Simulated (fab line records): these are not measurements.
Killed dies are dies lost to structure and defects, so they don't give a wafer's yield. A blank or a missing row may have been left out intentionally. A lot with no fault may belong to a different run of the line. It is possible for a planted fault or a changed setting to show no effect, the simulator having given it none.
Chamber matching || flow nand-harc || 3 sister chambers for NHARC_P_M2_DEP_33 on pecvd-03
The step deposits SiCN, target thk 30 nm. 6 wafers are shown with their chamber, then 8 later ones without.

## WAFERS PAIRED WITH THEIR CHAMBERS
{"wafer": "L234.4", "chamber": 0, "heater-power-w (W)": 648}
{"wafer": "L239.1", "chamber": 2, "heater-power-w (W)": 505}
{"wafer": "L239.4", "chamber": 0, "heater-power-w (W)": 562}
{"wafer": "L240.2", "chamber": 2, "heater-power-w (W)": 575}
{"wafer": "L240.4", "chamber": 1, "heater-power-w (W)": 585}
{"wafer": "L242.1", "chamber": 1, "heater-power-w (W)": 556}

## WAFERS WITH NO CHAMBER GIVEN
{"wafer": "L242.2", "heater-power-w (W)": 683}
{"wafer": "L242.4", "heater-power-w (W)": 538}
{"wafer": "L247.3", "heater-power-w (W)": 619}
{"wafer": "L247.4", "heater-power-w (W)": 622}
{"wafer": "L247.6", "heater-power-w (W)": 512}
{"wafer": "L255.1", "heater-power-w (W)": 602}
{"wafer": "L255.2", "heater-power-w (W)": 531}
{"wafer": "L255.3", "heater-power-w (W)": 565}

## EACH ONE'S CHAMBER
{"wafer": "L242.2", "from the rows above": "can't be placed: 0 or 1 or 2", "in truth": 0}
{"wafer": "L242.4", "from the rows above": "can't be placed: 2 or 1 or 0", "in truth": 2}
{"wafer": "L247.3", "from the rows above": "can't be placed: 0 or 1 or 2", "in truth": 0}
{"wafer": "L247.4", "from the rows above": "can't be placed: 0 or 1 or 2", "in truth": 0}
{"wafer": "L247.6", "from the rows above": "can't be placed: 2 or 1 or 0", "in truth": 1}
{"wafer": "L255.1", "from the rows above": "can't be placed: 0 or 1 or 2", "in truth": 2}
{"wafer": "L255.2", "from the rows above": "can't be placed: 2 or 1 or 0", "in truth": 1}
{"wafer": "L255.3", "from the rows above": "can't be placed: 1 or 2 or 0", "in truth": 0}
Correctly placed: 0 of 8. Unplaceable from these rows: 8, with the true chamber sitting among the candidates in 8. Wrongly placed: 0.
How it was worked out, from the rows above alone: a wafer's distance from a chamber is the root of the sum, over the readings, of the square of ((its reading less the chamber's mean) divided by the reading's scatter). The wafer belongs to the nearest chamber; if the next one is less than 2 further off, it can't be placed. Each chamber's mean is taken over the wafers shown for it. The scatter: take each reading less its chamber's mean, square it, sum over the shown wafers, divide by the number of wafers less the number of chambers, and take the root.
